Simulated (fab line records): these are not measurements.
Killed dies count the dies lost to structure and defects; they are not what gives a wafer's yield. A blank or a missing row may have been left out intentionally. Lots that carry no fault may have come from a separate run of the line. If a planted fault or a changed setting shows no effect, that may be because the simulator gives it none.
A struck lot beside a sound one    flow n5-finfet    33 out of 1938 route steps
Sound: wafers L758.1, L758.2, L758.5. Struck: wafers L767.1, L767.4. (L767.6 of the same lot was not struck and is left out.) The cause comes at the end.
For every step that has rows: the tool of each side, followed by ch and its chambers, followed by its first start. Under that, the readings that differ: sound wafers    struck wafers    difference of the means    sigmas: that difference in standard deviations of wafers without a fault.
alike: a reading whose means differ by less than 2 such deviations, as well as words and numbers matching on both sides. not compared: withheld readings; readings where some wafer has no value; bounds like >300 that might hide an equal value; numbers whose values overlap and for which the record gives no deviation.
A row with sigmas, a row that says differs or no value, or rows on one side alone: a step with any of these is where the two part. Numbers that have no deviation but don't overlap get no sigmas and don't part them. Lack of a reading on every wafer of one side parts them only where that side has two or more wafers.

first, 10 steps without rows for these wafers: N5_FIN_CUT_STRIP_22 (strips in N2/H2); N5_FIN_CUT_PRECLEAN_36 (cleans in O3/DIW, time 60 s); N5_FIN_CUT_SRD_32 (time 30 s); N5_FIN_CUT_UV_OZONE_34 (time 120 s); N5_STI_FIN_REVEAL_ALD_00 (deposits SiO2, target thk 1 nm, pulse time 1 s); N5_STI_FIN_REVEAL_ALD_14 (deposits Si3N4, target thk 3 nm); N5_STI_FIN_REVEAL_FCVD_FILL_01 (material SiO2 flowable, target thk 312 nm, time 512.2 s); N5_STI_FIN_REVEAL_DENSIFY_02 (time 1800 s); N5_STI_FIN_REVEAL_CMP_04 (polishes, stops on Si3N4, t overpolish 4 s, target thk 131.83 nm); N5_STI_FIN_REVEAL_DENSIFY_30.
N5_STI_FIN_REVEAL_ETCHBACK_08: etches SiO2 in C4F6/O2, target depth 30.5 nm, time 10.167 s.
  sound on rie-diel-04 ch 0,1,3, day 4 09:40; struck on rie-diel-04 ch 0, day 6 15:25
  alike: bias-w, drypump-motor-current-A, oes-product-au, rf-vpp-V, showerhead-plenum-p-Torr, throttle-valve-pct
  not compared: rf-hours-counter-h
then, 18 steps without rows for these wafers: N5_STI_FIN_REVEAL_STRIP_24 (strips in N2/H2, time 90 s); N5_STI_FIN_REVEAL_PRECLEAN_25 (cleans in SPM, time 90 s); N5_STI_FIN_REVEAL_PRECLEAN_26 (cleans in SC1, time 45 s); N5_STI_FIN_REVEAL_PRECLEAN_29 (cleans in DHF, time 30 s); N5_STI_FIN_REVEAL_SRD_12 (time 30 s); N5_STI_FIN_REVEAL_RECESS_09 (chemistry HF/NH3, target SiO2, afs cycles 11, target depth 42.5 nm, sublimation time 60 s); N5_STI_FIN_REVEAL_STRIP_16 (strips SiNx in H3PO4, target depth 23.8 nm); N5_STI_FIN_REVEAL_PRECLEAN_17 (cleans in NF3:NH3, afs cycles 1, time 20 s, sublimation time 60 s); N5_STI_FIN_REVEAL_ETCH_34 (etches Si in H2, material Si, target depth 0.97 nm); N5_STI_FIN_REVEAL_OXIDATION_31 (chemistry O2 PLASMA REMOTE, time 20 s); N5_STI_FIN_REVEAL_PRECLEAN_32 (cleans in NF3:NH3, afs cycles 1, time 20 s, sublimation time 60 s); N5_STI_FIN_REVEAL_STRIP_35 (strips Si3N4 in H3PO4, target depth 4 nm, time 39 s); N5_STI_FIN_REVEAL_SRD_21 (time 30 s); N5_STI_FIN_REVEAL_OXIDATION_33 (chemistry O2 PLASMA REMOTE, time 20 s); N5_STI_FIN_REVEAL_CLEAN_19 (cleans in O3/DIW, time 120 s); N5_STI_FIN_REVEAL_SRD_23 (time 30 s); N5_STI_FIN_REVEAL_PRECLEAN_18 (cleans in SC2, time 45 s); N5_STI_FIN_REVEAL_SRD_28 (time 30 s).
N5_STI_FIN_REVEAL_INSPECT_13: inspects for defects (darkfield).
  struck on defect-inspect-01, day 6 18:27; sound on defect-inspect-01, day 4 12:43
reading           sound     struck     difference  sigmas
raw-defect-count  13 12 15  1231 1261  +1233       +99 or more
then, 1 step without rows for these wafers: N5_DUMMY_GATE_PRECLEAN_00 (cleans in O3/DIW, time 60 s).
-- record jumps: 5 days separate the struck wafers' starts on either side; left off in module DUMMY_GATE, taken up again in module BEOL_M4, whose first shown step is the route's number 1111 --
N5_BEOL_M4_RC_MEAS_101:
  sound on prober-02 ch 0, day 9 13:15; struck on prober-02 ch 0, day 11 20:59
  alike: DIBL_N, DIBL_P, IOFF_N, IOFF_P, ION_N, ION_P, SS_N, SS_P, VT_N, VT_P
-- record jumps: 4 days separate the struck wafers' starts on either side; left off in module BEOL_M4, taken up again in module PASSIVATION, whose first shown step is the route's number 1936 --
N5_PASSIVATION_PROBE_49:
  record: rows for the struck wafers here (prober-01, day 16 07:19), none for the sound ones

WHERE THEY PART
First at N5_STI_FIN_REVEAL_INSPECT_13; last, within this record, at N5_PASSIVATION_PROBE_49.

WHY: what the simulator had put in
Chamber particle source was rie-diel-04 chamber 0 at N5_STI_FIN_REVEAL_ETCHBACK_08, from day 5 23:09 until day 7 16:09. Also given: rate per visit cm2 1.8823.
